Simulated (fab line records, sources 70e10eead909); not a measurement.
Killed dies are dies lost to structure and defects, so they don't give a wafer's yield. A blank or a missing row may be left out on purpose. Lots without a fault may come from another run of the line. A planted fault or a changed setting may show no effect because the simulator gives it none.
Chamber matching | flow nand_harc | NHARC_P_GATE_DESCUM_13 on rie_diel-03: 4 sister chambers
The step chemistry O2, time 3 s. 4 wafers are shown with their chamber, then 9 later ones without.

WAFERS WITH THEIR CHAMBER
wafer  | chamber | showerhead_plenum_p_Torr (Torr)
L084.1 | 2       | 1.87
L086.1 | 3       | 2.01
L086.2 | 1       | 2.07
L086.5 | 0       | 1.99

WAFERS WITHOUT THEIR CHAMBER
wafer  | showerhead_plenum_p_Torr (Torr)
L087.3 | 1.87
L087.5 | 2.01
L087.6 | 1.87
L088.1 | 2.06
L088.2 | 1.99
L088.3 | 1.87
L093.3 | 1.86
L093.4 | 2.06
L093.5 | 2.01

WHICH CHAMBER EACH WENT THROUGH
wafer  | from the rows above | in truth
L087.3 | 2                   | 2
L087.5 | 3                   | 3
L087.6 | 2                   | 2
L088.1 | 1                   | 1
L088.2 | 0                   | 0
L088.3 | 2                   | 2
L093.3 | 2                   | 2
L093.4 | 1                   | 1
L093.5 | 3                   | 3
Placed correctly: 9 of 9. Can't be placed from these rows: 0. Placed wrongly: 0.
How it was worked out, from the rows above alone: a wafer's distance from a chamber is the root of the sum, over the readings, of the square of ((its reading less the chamber's mean) divided by the reading's scatter). The wafer belongs to the nearest chamber; if the next one is less than 2 further off, it can't be placed. A chamber's mean is the mean of its shown wafers. The scatter: with one shown wafer a chamber, the root of the mean of the squares of how far each hidden wafer lies from its nearest shown one.
